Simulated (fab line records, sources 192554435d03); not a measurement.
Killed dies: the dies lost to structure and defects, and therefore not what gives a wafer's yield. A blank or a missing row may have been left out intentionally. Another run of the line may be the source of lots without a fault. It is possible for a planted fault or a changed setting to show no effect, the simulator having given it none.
fab line records    flow n5Finfet
record lots=7  wafers=39
route steps=1938 shown SD_EPI_N@273 HKMG_FIN@403 MOL_CONTACT_COAG@624 BEOL_M1@797 BEOL_M2@879 BEOL_M4@1064
startH: hours from the record's opening day to when the first of the lot's shown wafers began    waitH: hours elapsed since this lot's preceding step    " as in the row above    L1.1+2: several wafers, shown together as one row    - value missing, or start not given    * or withheld: withheld    < > ~ a bound
route shown NAME@n: NAME is a module with steps in the file, n the number in the route of the first one    usual: average and standard deviation across the fault-free wafers    same: alike in all rows    chamber/n: place in a boat    sites: each site's reading    _std_site: how widely they spread, as a standard deviation    _edge_site: outer sites' mean less inner sites'    radiusMm: for every site, how far away it sits from the centre of the wafer    mask NAME#n: copy n    behind: the most recent tool/chamber to have shaped the wafer    hold: why the lot went on hold/how many hours it stayed there/how the hold came to an end    device: transistor that didn't switch, given as n, p or np    end of line: at the end of the route, the tests of the same wafers    for a step that has no rows: nothing shown but its recipe    killed: not the wafer's yield, but the dies lost to structure and defects at the first sort    map: the dies of a wafer, with x for killed, . for not killed, _ for no die there
set.NAME: the setting that was run; set.NAME@STEP: the one run at that earlier step    model.NAME: the simulator's own value behind a step, which no gauge read
one table per step and one row per wafer, for lots whose settings were changed on purpose
## steps
# step N5_SD_EPI_N_DESCUM_14
# recipe chemistry=O2  timeS=7.9  sourcePowerW=50  biasPowerW=20  pressureMtorr=20  rfFrequencyHz=2.712e+07  tempC=40  resist=CAR-ArF-block  o2FlowSccm=225
lot.wafer   tool        chamber  startH  waitH  set.timeS  model.CAR-ArF-block_of_SD_EPI_N_COAT_03.thkNm
L074.1+3    rieDiel-06  2,3      49.86   0.0    7.9        143.2
L074.2      "           1        "       "      7.9        143
L074.4      "           0        "       "      5.018      145.4
L074.5      "           1        "       "      5.018      145
L074.6      "           2        "       "      5.018      145.2
L075.1+5    rieDiel-06  3,1      58.33   0.3    7.9        143.2
L075.2+3+6  "           2,0,0    "       "      6.661      143.8
L075.4      "           1        "       "      7.9        143
L077.1      rieDiel-06  0        71.40   0.0    7.9        143
L077.2      "           1        "       "      9.596      142.4
L077.3      "           3        "       "      9.596      142.8
L077.4      "           2        "       "      7.9        144
L077.5      "           3        "       "      9.596      143
L077.6      "           2        "       "      7.9        143.8
L079.2+4    rieDiel-03  0,1      80.41   0.4    7.9        143.2
L079.5      "           3        "       "      7.9        143.6
L081.1      rieDiel-06  3        94.71   0.0    7.9        143.8
L081.2      "           1        "       "      7.9        143.4
L081.3      "           0        "       "      7.9        142.6
L081.4      "           2        "       "      7.9        143.6
L081.5+6    "           2,1      "       "      7.9        143.2
L087.1      rieDiel-02  3        129.87  0.0    7.9        143
L087.2      "           1        "       "      7.9        143.4
L087.3      "           2        "       "      3.491      146.4
L087.4      "           2        "       "      3.491      145.8
L087.5      "           3        "       "      3.491      146
L087.6      "           1        "       "      7.9        142.8
L089.1      rieDiel-06  3        139.60  0.0    7.9        144.4
L089.2+6    "           0,1      "       "      7.9        144
L089.3+4    "           1,2      "       "      4.518      146.6
L089.5      "           0        "       "      4.518      146.8
# step N5_SD_EPI_N_ETCH_34
# recipe chemistry=CF4  target=SiARC  targetDepthA=455  maskMaterial=CAR-ArF-block  timeS=75.8  ionEnergyEv=80  pressureMtorr=40  sourceW=545  biasW=36  Ar_flow_sccm=100  cf4FlowSccm=100  ends=cleared
lot.wafer   tool        chamber  startH  waitH  set.timeS@SD_EPI_N_DESCUM_14  model.CAR-ArF-block_of_SD_EPI_N_COAT_03.thkNm
L074.1      rieDiel-06  2        49.90   0.0    7.9                           111
L074.2+3    "           1,3      "       "      7.9                           110.8
L074.4      "           0        "       "      5.018                         113
L074.5      "           1        "       "      5.018                         112.4
L074.6      "           2        "       "      5.018                         112.8
L075.1+5    rieDiel-06  3,1      58.37   0.0    7.9                           110.8
L075.2+3+6  "           2,0,0    "       "      6.661                         111.2
L075.4      "           1        "       "      7.9                           110.4
L077.1      rieDiel-06  0        71.44   0.0    7.9                           110.6
L077.2      "           1        "       "      9.596                         109.8
L077.3      "           3        "       "      9.596                         110.2
L077.4      "           2        "       "      7.9                           111.4
L077.5      "           3        "       "      9.596                         110.6
L077.6      "           2        "       "      7.9                           111.2
L079.2      rieDiel-03  0        80.45   0.0    7.9                           110.6
L079.4      "           1        "       "      7.9                           110.8
L079.5      "           3        "       "      7.9                           111
L081.1+4    rieDiel-06  3,2      94.75   0.0    7.9                           111
L081.2+5    "           1,2      "       "      7.9                           110.8
L081.3      "           0        "       "      7.9                           110
L081.6      "           1        "       "      7.9                           110.6
L087.1+6    rieDiel-02  3,1      129.90  0.0    7.9                           110.6
L087.2      "           1        "       "      7.9                           111
L087.3      "           2        "       "      3.491                         114.2
L087.4      "           2        "       "      3.491                         113.4
L087.5      "           3        "       "      3.491                         113.6
L089.1      rieDiel-06  3        139.64  0.0    7.9                           112
L089.2+6    "           0,1      "       "      7.9                           111.6
L089.3      "           1        "       "      4.518                         114
L089.4      "           2        "       "      4.518                         114.2
L089.5      "           0        "       "      4.518                         114.4
# step N5_HKMG_FIN_ETCH_55
# recipe chemistry=N2/H2  target=SOC  targetDepthA=2400  tempC=40  timeS=300  ionEnergyEv=200  maskMaterial=SiARC  pressureMtorr=30  sourceW=840  biasW=150  n2FlowSccm=200  h2FlowSccm=200
lot.wafer  tool        chamber  startH  waitH  set.timeS  model.etch.depthNm  model.HKMG_FIN.featureDepthNm  model.SiARC_of_HKMG_FIN_COAT_42.thkNm
L074.1     rieDiel-02  0        72.29   0.0    300        238.2               238.2                          21.2
L074.2     "           1        "       "      300        234.2               234.2                          21.6
L074.3     "           2        "       "      300        244.6               244.6                          20.8
L074.4     "           3        "       "      300        243.1               243                            21.2
L074.5     "           2        "       "      300        243                 243                            21
L074.6     "           1        "       "      300        233.3               233.4                          21.6
L075.1     rieDiel-02  2        81.06   0.0    234.5      190.1               190                            24
L075.2     "           3        "       "      234.5      190.3               190.2                          24.4
L075.3     "           1        "       "      300        235.2               235.2                          21.6
L075.4     "           0        "       "      300        241.9               241.8                          21
L075.5     "           2        "       "      234.5      190.2               190.2                          24.2
L075.6     "           3        "       "      300        240.9               241                            21.4
L077.1     rieDiel-02  2        95.39   0.0    300        243.5               243.4                          20.8
L077.2     "           0        "       "      300        238.6               238.6                          21.2
L077.3     "           1        "       "      300        231.9               232                            21.6
L077.4     "           3        "       "      300        242.1               242                            21.2
L077.5     "           0        "       "      300        239.2               239.2                          21
L077.6     "           3        "       "      300        241.2               241.2                          21.2
L079.2     rieDiel-02  2        103.60  0.0    300        242.7               242.6                          20.8
L079.4     "           0        "       "      300        239.8               239.8                          21
L079.5     "           3        "       "      300        244.1               244.2                          21.2
L081.1     rieDiel-03  0        118.47  0.0    371.7      297.2               297.2                          18.2
L081.2     "           2        "       "      371.7      293.8               293.8                          18.6
L081.3     "           1        "       "      300        254.7               254.6                          20.4
L081.4     "           3        "       "      371.7      296.4               296.4                          17.8
L081.5     "           3        "       "      300        237.1               237                            21.2
L081.6     "           0        "       "      300        238.4               238.4                          21.4
L087.1     rieDiel-06  0        152.52  0.0    300        239.5               239.6                          21
L087.2     "           1        "       "      300        243.8               243.8                          21.2
L087.3     "           3        "       "      300        232.1               232                            21.6
L087.4     "           2        "       "      300        234.2               234.2                          21.6
L087.5     "           1        "       "      300        241.7               241.8                          21.4
L087.6     "           2        "       "      300        234.1               234                            21.6
L089.1     rieDiel-02  0        161.59  0.0    411        344.9               345                            15.2
L089.2     "           3        "       "      300        239                 239                            21.4
L089.3     "           1        "       "      411        322.5               322.4                          16.6
L089.4     "           2        "       "      300        240.5               240.6                          21
L089.5     "           1        "       "      411        319.3               319.2                          16.8
L089.6     "           2        "       "      300        240.5               240.6                          21.2
# step N5_MOL_CONTACT_COAG_CVD_140
# recipe material=W  targetThkA=665  mode=selectiveFill  tempC=300  timeS=215
lot.wafer  tool     chamber  startH  waitH  set.targetThkA  model.W_of_MOL_CONTACT_COAG_CVD_140.thkNm
L074.1     cvdW-01  0        101.55  0.1    365.7           36.6
L074.2+5   "        1        "       "      665             66
L074.3     "        0        "       "      365.7           37
L074.4     "        1        "       "      665             65.4
L074.6     "        0        "       "      365.7           37.8
L075.1     cvdW-01  1        110.92  0.1    665             66.4
L075.2+5   "        0        "       "      665             67.4
L075.3     "        0        "       "      665             67.2
L075.4     "        1        "       "      665             66.8
L075.6     "        1        "       "      665             66.6
L077.1+2   cvdW-02  1,0      122.85  0.1    665             67.4
L077.3     "        1        "       "      881.5           89
L077.4     "        0        "       "      881.5           89.4
L077.5     "        1        "       "      881.5           88.4
L077.6     "        0        "       "      665             67
L079.2     cvdW-02  0        132.04  0.1    665             67.6
L079.4+5   "        0        "       "      665             67.2
L081.1     cvdW-01  1        146.18  0.1    344.4           34.2
L081.2     "        0        "       "      665             66.2
L081.3     "        1        "       "      665             65.6
L081.4     "        0        "       "      665             67.2
L081.5     "        1        "       "      344.4           34
L081.6     "        0        "       "      344.4           34.4
L087.1     cvdW-02  0        182.90  0.1    1034            104.6
L087.2     "        1        "       "      1034            104.8
L087.3     "        0        "       "      665             67.8
L087.4     "        1        "       "      665             67.4
L087.5     "        0        "       "      1034            105
L087.6     "        1        "       "      665             67.2
L089.1     cvdW-02  0        193.24  0.1    665             66.8
L089.2     "        1        "       "      665             67.8
L089.3     "        0        "       "      665             66.4
L089.4+5   "        1,0      "       "      665             67
L089.6     "        1        "       "      665             67.4
# step N5_MOL_CONTACT_COAG_PRECLEAN_127
# recipe chemistry=DIW  timeS=57.5  tempC=23
# step N5_MOL_CONTACT_COAG_SRD_128
# recipe dryTimeS=32  dry=n2Spin  spinRpm=1500
# step N5_MOL_CONTACT_COAG_CMP_52
# recipe stopOn=SiO2  tOverpolishS=1.5  postCmpClean=wDiluteNh4oh  downForcePsi=4  platenRpm=50.289  padVelocityMS=1.0006  targetThkNm=66.5
# usual timeToEndpointS=13.4/2.2
lot.wafer  tool    chamber  startH  waitH  set.targetThkA@MOL_CONTACT_COAG_CVD_140  timeToEndpointS  model.W_of_MOL_CONTACT_COAG_CVD_140.thkNm
L074.2     cmp-03  1        101.87  0.0    665                                      12.0             66
L074.3     "       2        "       "      365.7                                    7.5              37
L074.4     "       3        "       "      665                                      13.6             65.4
L074.1     "       0        "       "      365.7                                    8.2              36.6
L074.5     "       1        "       "      665                                      15.3             66
L074.6     "       2        "       "      365.7                                    6.2              37.8
L075.3     cmp-02  2        111.27  0.0    665                                      15.8             67.2
L075.4     "       3        "       "      665                                      17.4             66.8
L075.1     "       0        "       "      665                                      16.2             66.4
L075.2     "       1        "       "      665                                      16.0             67.4
L075.6     "       2        "       "      665                                      16.0             66.6
L075.5     "       3        "       "      665                                      15.4             67.4
L077.4     cmp-03  3        123.17  0.0    881.5                                    20.5             65.4
L077.3     "       0        "       "      881.5                                    19.5             65
L077.2     "       1        "       "      665                                      13.9             67.4
L077.1     "       2        "       "      665                                      13.4             67.4
L077.5     "       3        "       "      881.5                                    17.6             65
L077.6     "       0        "       "      665                                      12.3             67
L079.4     cmp-01  2        132.36  0.0    665                                      12.1             67.2
L079.2     "       3        "       "      665                                      10.0             65.4
L079.5     "       3        "       "      665                                      11.4             67.2
L081.2     cmp-03  0        146.50  0.0    665                                      13.8             66.2
L081.4     "       1        "       "      665                                      14.9             67.2
L081.3     "       2        "       "      665                                      13.6             65.6
L081.1     "       3        "       "      344.4                                    8.2              34.2
L081.5     "       0        "       "      344.4                                    8.3              34
L081.6     "       1        "       "      344.4                                    7.7              34.4
L087.2     cmp-02  1        183.22  0.0    1034                                     20.3             66
L087.1     "       2        "       "      1034                                     23.5             66.2
L087.4     "       3        "       "      665                                      13.6             67.4
L087.3     "       0        "       "      665                                      16.2             66.6
L087.5     "       1        "       "      1034                                     20.9             66.2
L087.6     "       2        "       "      665                                      14.5             67.2
L089.3     cmp-03  3        193.56  0.0    665                                      16.6             66.4
L089.2     "       0        "       "      665                                      14.2             67.6
L089.1     "       1        "       "      665                                      17.6             66.8
L089.4     "       2        "       "      665                                      12.8             67
L089.5     "       3        "       "      665                                      17.0             67
L089.6     "       0        "       "      665                                      14.5             67.4
# step N5_BEOL_M1_VIA_ETCH_34
# recipe chemistry=C4F6/O2  targetDepthA=678  maskMaterial=SOC  pressureMtorr=15  ionEnergyEv=250  taperDeg=4  timeS=64.4  sourceW=350  biasW=170  Ar_flow_sccm=300  C4F6_flow_sccm=10  O2_flow_sccm=10
lot.wafer  tool        chamber  startH  waitH  set.timeS  model.etch.depthNm  model.SOC_of_BEOL_M1_COAT_67.thkNm
L074.1     rieDiel-04  1        149.37  0.0    64.4       66.89               52.2
L074.2     "           0        "       "      64.4       67.23               52.2
L074.3     "           2        "       "      64.4       66.84               52.2
L074.4     "           3        "       "      64.4       66.3                51.8
L074.5     "           1        "       "      64.4       66.36               52.2
L074.6     "           0        "       "      64.4       67.03               52.2
L077.1     rieDiel-04  3        152.40  0.0    64.4       67.72               51.8
L077.2     "           2        "       "      93.32      97.74               48.8
L077.3     "           1        "       "      93.32      98.71               48.4
L077.4     "           0        "       "      93.32      99.04               48.6
L077.5     "           0        "       "      64.4       68.59               52.2
L077.6     "           1        "       "      64.4       67.44               52.2
L075.1     rieDiel-05  0        152.44  0.0    64.4       67.01               52.2
L075.2     "           1        "       "      82.25      88                  49.8
L075.3     "           3        "       "      64.4       68.33               52.4
L075.4     "           2        "       "      64.4       68.55               52.2
L075.5     "           0        "       "      82.25      85.73               50.2
L075.6     "           3        "       "      82.25      86.72               50.2
L079.2     rieDiel-01  0        155.74  0.0    64.4       69.3                52.2
L079.4     "           1        "       "      64.4       70.85               51.6
L079.5     "           3        "       "      64.4       67.86               52.4
L081.1     rieDiel-01  0        180.98  0.0    76.09      81.09               50.6
L081.2     "           3        "       "      76.09      79.03               51.2
L081.3     "           2        "       "      64.4       69.14               52
L081.4     "           1        "       "      64.4       69.67               51.8
L081.5     "           2        "       "      76.09      80.77               50.4
L081.6     "           1        "       "      64.4       69.65               51.6
L087.1     rieDiel-01  2        219.99  0.0    96.9       102.7               48
L087.2     "           3        "       "      96.9       100.7               48.6
L087.3     "           1        "       "      64.4       68.82               52
L087.4     "           3        "       "      96.9       100.6               48.6
L087.5     "           1        "       "      64.4       69.58               52
L087.6     "           2        "       "      64.4       68.18               52.2
L089.1     rieDiel-05  2        244.83  0.0    98.72      103.3               47.8
L089.2     "           3        "       "      64.4       67.44               52.2
L089.3     "           0        "       "      64.4       65.76               52.4
L089.4     "           1        "       "      64.4       67.78               52
L089.5     "           0        "       "      98.72      100.2               48.2
L089.6     "           1        "       "      98.72      104.3               47.6
# step N5_BEOL_M2_DESCUM_33
# recipe chemistry=O2  timeS=7  sourcePowerW=50  biasPowerW=20  pressureMtorr=20  rfFrequencyHz=2.712e+07  tempC=40  resist=CAR-EUV  o2FlowSccm=225
lot.wafer         tool        chamber      startH  waitH  set.timeS  model.CAR-EUV_of_BEOL_M2_COAT_22.thkNm
L074.1+6          rieDiel-06  1,2          157.70  0.3    7          26
L074.2            "           3            "       "      7          26.2
L074.3+5          "           2,3          "       "      11.08      24
L074.4            "           0            "       "      11.08      24.2
L075.1+5          rieDiel-06  0,2          160.92  0.2    7          26.2
L075.2+3+4        "           1,3,2        "       "      3.573      27.8
L075.6            "           1            "       "      7          26
L077.1+3          rieDiel-02  2,1          163.17  0.5    7          26
L077.2+4+5        "           0,3,0        "       "      5          27
L077.6            "           3            "       "      7          26.2
L079.2            rieDiel-02  0            163.64  0.0    7          26
L079.4+5          "           2            "       "      7          26.2
L081.1+3+6        rieDiel-02  3,0,0        188.30  0.0    7          26.2
L081.2+4+5        "           1,3,1        "       "      5.435      27
L087.1+2+3+4+5+6  rieDiel-02  3,0,1,1,0,3  226.77  0.0    7          26.2
L089.1+2+3+4+6    rieDiel-06  2,0,3,1,1    251.38  0.5    7          26.2
L089.5            "           2            "       "      7          26.4
# step N5_BEOL_M2_ETCH_77
# recipe chemistry=N2/H2  target=underlayer  targetDepthA=65  maskMaterial=CAR-EUV  timeS=5.2  ionEnergyEv=200  pressureMtorr=30  sourceW=840  biasW=150  n2FlowSccm=200  h2FlowSccm=200  ends=cleared
lot.wafer       tool        chamber    startH  waitH  set.timeS@BEOL_M2_DESCUM_33  model.CAR-EUV_of_BEOL_M2_COAT_22.thkNm
L074.1+6        rieDiel-06  1,2        157.74  0.0    7                            20.2
L074.2          "           3          "       "      7                            20.4
L074.3+4+5      "           2,0,3      "       "      11.08                        18.4
L075.1+6        rieDiel-06  0,1        160.96  0.0    7                            20.4
L075.2          "           1          "       "      3.573                        22
L075.3+4        "           3,2        "       "      3.573                        22.2
L075.5          "           2          "       "      7                            20.6
L077.1          rieDiel-02  2          163.20  0.0    7                            20.2
L077.2+4+5      "           0,3,0      "       "      5                            21.4
L077.3          "           1          "       "      7                            20.4
L077.6          "           3          "       "      7                            20.6
L079.2+4+5      rieDiel-02  0,2,2      163.67  0.0    7                            20.4
L081.1+3+6      rieDiel-02  3,0,0      188.33  0.0    7                            20.4
L081.2+4+5      "           1,3,1      "       "      5.435                        21.2
L087.1+2+4+5+6  rieDiel-02  3,0,1,0,3  226.80  0.0    7                            20.4
L087.3          "           1          "       "      7                            20.6
L089.1+2+3+5    rieDiel-06  2,0,3,2    251.41  0.0    7                            20.6
L089.4+6        "           1          "       "      7                            20.4
# step N5_BEOL_M2_ETCH_69
# recipe chemistry=CF4  target=SiARC  targetDepthA=156  maskMaterial=CAR-EUV  timeS=26  ionEnergyEv=80  pressureMtorr=40  sourceW=545  biasW=36  Ar_flow_sccm=100  cf4FlowSccm=100  ends=cleared
lot.wafer       tool        chamber    startH  waitH  set.timeS@BEOL_M2_DESCUM_33  model.CAR-EUV_of_BEOL_M2_COAT_22.thkNm
L074.1+6        rieDiel-06  1,2        157.75  0.0    7                            11
L074.2          "           3          "       "      7                            11.2
L074.3+4+5      "           2,0,3      "       "      11.08                        9.2
L075.1+6        rieDiel-06  0,1        160.97  0.0    7                            11.2
L075.2+3+4      "           1,3,2      "       "      3.573                        12.8
L075.5          "           2          "       "      7                            11.4
L077.1          rieDiel-02  2          163.22  0.0    7                            11
L077.2+4+5      "           0,3,0      "       "      5                            12.2
L077.3          "           1          "       "      7                            11.2
L077.6          "           3          "       "      7                            11.4
L079.2+4+5      rieDiel-02  0,2,2      163.69  0.0    7                            11.2
L081.1+3+6      rieDiel-02  3,0,0      188.35  0.0    7                            11.2
L081.2+4+5      "           1,3,1      "       "      5.435                        12
L087.1+2+4+5+6  rieDiel-02  3,0,1,0,3  226.82  0.0    7                            11.2
L087.3          "           1          "       "      7                            11.4
L089.1+2+3+5    rieDiel-06  2,0,3,2    251.43  0.0    7                            11.4
L089.4+6        "           1          "       "      7                            11.2
# step N5_BEOL_M4_ETCH_70
# recipe chemistry=N2/H2  target=SOC  targetDepthA=800  overetchA=240  maskMaterial=SiARC  tempC=40  timeS=130  ionEnergyEv=200  pressureMtorr=30  sourceW=840  biasW=150  n2FlowSccm=200  h2FlowSccm=200
lot.wafer   tool        chamber  startH  waitH  set.targetDepthA  model.SiARC_of_BEOL_M4_COAT_68.thkNm
L074.1      rieDiel-02  0        215.55  0.0    800               5.6
L074.2+4    "           1,3      "       "      800               6
L074.3      "           3        "       "      488.3             7.6
L074.5      "           0        "       "      488.3             7.4
L074.6      "           1        "       "      488.3             7.8
L077.1      rieDiel-03  0        220.08  0.0    800               5.6
L077.2      "           3        "       "      800               5.8
L077.3      "           2        "       "      800               6.2
L077.4+5+6  "           1,0,1    "       "      1014              4.2
L075.1+4    rieDiel-03  0,1      223.12  0.0    800               5.4
L075.2      "           3        "       "      800               5.8
L075.3+6    "           2        "       "      800               6.2
L075.5      "           1        "       "      800               5.6
L079.2+5    rieDiel-02  3        225.98  0.0    800               5.8
L079.4      "           0        "       "      800               5.4
L081.1+3+6  rieDiel-02  0,2,2    247.92  0.0    800               5.4
L081.2+5    "           1        "       "      800               6
L081.4      "           3        "       "      800               5.8
L087.1      rieDiel-02  3        286.27  0.0    800               6
L087.2+5    "           2        "       "      1172              3.4
L087.3+4    "           0        "       "      800               5.8
L087.6      "           3        "       "      1172              4
L089.1+3    rieDiel-02  1,3      300.63  0.0    800               5.8
L089.2      "           2        "       "      800               5.4
L089.4+6    "           0        "       "      800               5.6
L089.5      "           3        "       "      800               6
## key
split step=N5_SD_EPI_N_DESCUM_14  setting=timeS  stated=7.9  by=wafer
response step=N5_SD_EPI_N_DESCUM_14  reading=model.CAR-ArF-block_of_SD_EPI_N_COAT_03.thkNm  change=-0.0544  per=1%  r=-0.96
response step=N5_SD_EPI_N_ETCH_34  reading=model.CAR-ArF-block_of_SD_EPI_N_COAT_03.thkNm  change=-0.0527  per=1%  r=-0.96
split step=N5_HKMG_FIN_ETCH_55  setting=timeS  stated=300  by=wafer
response step=N5_HKMG_FIN_ETCH_55  reading=model.etch.depthNm  change=+2.32  per=1%  r=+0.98
response step=N5_HKMG_FIN_ETCH_55  reading=model.HKMG_FIN.featureDepthNm  change=+2.32  per=1%  r=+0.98
response step=N5_HKMG_FIN_ETCH_55  reading=model.SiARC_of_HKMG_FIN_COAT_42.thkNm  change=-0.13  per=1%  r=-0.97
split step=N5_MOL_CONTACT_COAG_CVD_140  setting=targetThkA  stated=665  by=wafer
response step=N5_MOL_CONTACT_COAG_CVD_140  reading=model.W_of_MOL_CONTACT_COAG_CVD_140.thkNm  change=+0.662  per=1%  r=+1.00
response step=N5_MOL_CONTACT_COAG_CMP_52  reading=timeToEndpointS  change=*  per=1%  r=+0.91
response step=N5_MOL_CONTACT_COAG_CMP_52  reading=model.W_of_MOL_CONTACT_COAG_CVD_140.thkNm  shape=bent  atLowest=34.2  atStated=66.79  atHighest=66.13
split step=N5_BEOL_M1_VIA_ETCH_34  setting=timeS  stated=64.4  by=wafer
response step=N5_BEOL_M1_VIA_ETCH_34  reading=model.etch.depthNm  change=+0.662  per=1%  r=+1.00
response step=N5_BEOL_M1_VIA_ETCH_34  reading=model.SOC_of_BEOL_M1_COAT_67.thkNm  change=-0.0767  per=1%  r=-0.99
split step=N5_BEOL_M2_DESCUM_33  setting=timeS  stated=7  by=wafer
response step=N5_BEOL_M2_DESCUM_33  reading=model.CAR-EUV_of_BEOL_M2_COAT_22.thkNm  change=-0.0341  per=1%  r=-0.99
response step=N5_BEOL_M2_ETCH_77  reading=model.CAR-EUV_of_BEOL_M2_COAT_22.thkNm  change=-0.0333  per=1%  r=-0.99
response step=N5_BEOL_M2_ETCH_69  reading=model.CAR-EUV_of_BEOL_M2_COAT_22.thkNm  change=-0.0324  per=1%  r=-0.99
split step=N5_BEOL_M4_ETCH_70  setting=targetDepthA  stated=800  by=wafer
response step=N5_BEOL_M4_ETCH_70  reading=model.SiARC_of_BEOL_M4_COAT_68.thkNm  change=-0.0495  per=1%  r=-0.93
